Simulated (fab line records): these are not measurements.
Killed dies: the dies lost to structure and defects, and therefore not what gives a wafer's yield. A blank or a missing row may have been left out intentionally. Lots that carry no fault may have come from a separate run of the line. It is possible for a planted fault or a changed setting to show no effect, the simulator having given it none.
The same fault as seen by 2 desks    flow n5Finfet    each desk holds nothing but its own numbers, with what lay behind them at the end

== AT THE TOOL OWNER'S DESK: rieDiel-02 ==
The tool's own readings at N5_BEOL_M11_ETCH_66 (etches SOC in N2/H2, target depth 120 nm, overetch 24 nm, time 180 s): means of the sampled wafers that have a number, for each lot that ran on this tool. The brackets show how far a lot's mean lies from the usual mean; more than 4 standard deviations puts the lot out of limits, marked OUT.
Columns: A = biasW at N5_BEOL_M11_ETCH_66, usual 150.1 W; B = drypumpMotorCurrentA at N5_BEOL_M11_ETCH_66, usual 5.6 A; C = oesProductAu at N5_BEOL_M11_ETCH_66, usual 0.63 a.u.; D = rfVppV at N5_BEOL_M11_ETCH_66, usual 525.5 V; E = runLengthS at N5_BEOL_M11_ETCH_66, usual 203.4 s; F = showerheadPlenumPTorr at N5_BEOL_M11_ETCH_66, usual 2.60 Torr; G = throttleValvePct at N5_BEOL_M11_ETCH_66, usual 17.92 %
lot   first seen here  A      B    C     D      E                F     G
L757  day 10 11:46     150.3  5.3  0.70  527.3  203.4            2.68  17.87
L763  day 12 16:04     150.1  5.4  0.74  528.5  203.4            2.71  17.93
L768  day 13 23:07     -      5.3  0.69  525.5  172.2 (-66) OUT  2.62  18.11
L771  day 14 04:42     149.8  5.3  0.79  528.9  188.4 (-32) OUT  2.70  17.84
L772  day 15 11:27     150.3  5.5  0.70  526.3  187.7 (-33) OUT  2.67  18.18
This desk's finding: out of limits on L768, L771, L772; first on L768, day 13 23:07 (runLengthS at N5_BEOL_M11_ETCH_66). L757, L763: within limits.

== FROM THE METROLOGY DESK ==
Lot by lot, what the gauges showed, no matter which tool ran the lot: averages of those sampled wafers that carry a number. The brackets show how far a lot's mean lies from the usual mean; more than 4 standard deviations puts the lot out of limits, marked OUT.
Columns: A = V10_OVL at N5_BEOL_M11_OVL_MEAS_29, usual 0.1 nm
lot   first seen here  A
L757  day 10 11:37     -1.5
L761  day 11 16:22     0.9
L762  day 12 09:08     -0.8
L763  day 12 15:56     0.8
L768  day 13 22:58     0.7
L771  day 14 04:34     0.9
L772  day 15 11:19     1.4
L774  day 15 12:07     -0.9
L776  day 16 04:12     -0.0
L778  day 16 10:11     0.9
Finding of this desk: none of the 10 lots has anything out of limits.

== TAKEN TOGETHER ==
On L768, L771, L772, at day 13 23:07, an alarm was possible from the tool owner's desk.
Nothing out of limits was seen by the metrology desk.
The metrology desk has L768, L771, L772 on record, within its limits.
N5_BEOL_M11_ETCH_66 was run on rieDiel-02 by each of the lots named.

== WHAT HAD BEEN PUT IN BY THE SIMULATOR ==
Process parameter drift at N5_BEOL_M11_ETCH_66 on rieDiel-02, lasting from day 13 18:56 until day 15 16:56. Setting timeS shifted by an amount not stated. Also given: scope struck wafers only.
Lots struck among those shown: L768, L771, L772.
Each desk's first reading out of limits, in hours after the fault started: the tool owner's desk, 4.
